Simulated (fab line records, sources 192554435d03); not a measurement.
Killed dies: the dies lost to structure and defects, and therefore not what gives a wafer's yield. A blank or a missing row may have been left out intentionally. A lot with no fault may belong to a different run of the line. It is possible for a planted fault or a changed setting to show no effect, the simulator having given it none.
2 desks, one fault	flow n5_finfet	only its own numbers are on each desk; what lay behind them is given at the end

FROM THE METROLOGY DESK
What the gauges read, lot by lot, whatever tool the lot ran on: means of the sampled wafers that have a number. Marked OUT: a lot whose mean sits more than 4 standard deviations from the usual mean, which makes it out of limits; the brackets give that distance. Shown here are 7 of its 10 readings, the ones lying furthest out on some lot.
Columns: A = IOFF_N at N5_BEOL_M4_RC_MEAS_101, usual 0.155 nA/um; B = IOFF_P at N5_BEOL_M4_RC_MEAS_101, usual 0.208 nA/um; C = ION_N at N5_BEOL_M4_RC_MEAS_101, usual 673 uA/um; D = ION_P at N5_BEOL_M4_RC_MEAS_101, usual 462 uA/um; E = SS_N at N5_BEOL_M4_RC_MEAS_101, usual 71.6 mV/dec; F = VT_N at N5_BEOL_M4_RC_MEAS_101, usual 250.7 mV; G = VT_P at N5_BEOL_M4_RC_MEAS_101, usual -251 mV
lot	first seen here	A	B	C	D	E	F	G
L816	day 12 20:34	0.123	0.191	654	454	71.2	253.5	-251
L820	day 14 04:38	0.140	0.227	666	468	71.2	253.2	-248
L824	day 14 12:47	0.157	0.183	683	459	72.3	250.6	-255
L826	day 15 11:28	0.142	0.210	668	459	71.2	251.3	-248
This desk found nothing out of limits on any of the 4 lots.

THE TOOL OWNER'S DESK: pecvd-03
The tool's own readings at N5_BEOL_M3_PECVD_72 (deposits SiO2 from TEOS/O2, target thk 16 nm, time 18 s): means of the sampled wafers that have a number, for each lot that ran on this tool. Marked OUT: a lot whose mean sits more than 4 standard deviations from the usual mean, which makes it out of limits; the brackets give that distance.
Columns: A = heater_power_w at N5_BEOL_M3_PECVD_72, usual 665 W; B = showerhead_plenum_p_Torr at N5_BEOL_M3_PECVD_72, usual 8.79 Torr; C = susceptor_temp_C at N5_BEOL_M3_PECVD_72, usual 399.99 C; D = throttle_valve_pct at N5_BEOL_M3_PECVD_72, usual 22.4 %
lot	first seen here	A	B	C	D
L816	day 11 02:10	569	8.84	399.89	23.0
L820	day 12 02:35	619	8.83	404.23 (+20) OUT	22.3
L824	day 12 20:40	669	8.82	403.93 (+19) OUT	22.0
This desk finds L820, L824 out of limits, L820 being first, at day 12 02:35 (susceptor_temp_C at N5_BEOL_M3_PECVD_72). L816 stayed within limits.

BROUGHT TOGETHER
At day 12 02:35, on L820, L824, the tool owner's desk was in a position to raise an alarm.
Metrology desk: nothing out of limits seen.
The metrology desk holds a record of L820, L824, inside its limits.
The lots listed all ran N5_BEOL_M3_PECVD_72 on pecvd-03.

WHAT WAS PUT IN BY THE SIMULATOR
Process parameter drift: pecvd-03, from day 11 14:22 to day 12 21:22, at N5_BEOL_M3_PECVD_72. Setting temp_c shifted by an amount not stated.
Struck lots among those shown: L820, L824.
How many hours passed from the start of the fault until each desk's first out-of-limits reading: the tool owner's desk, 12.
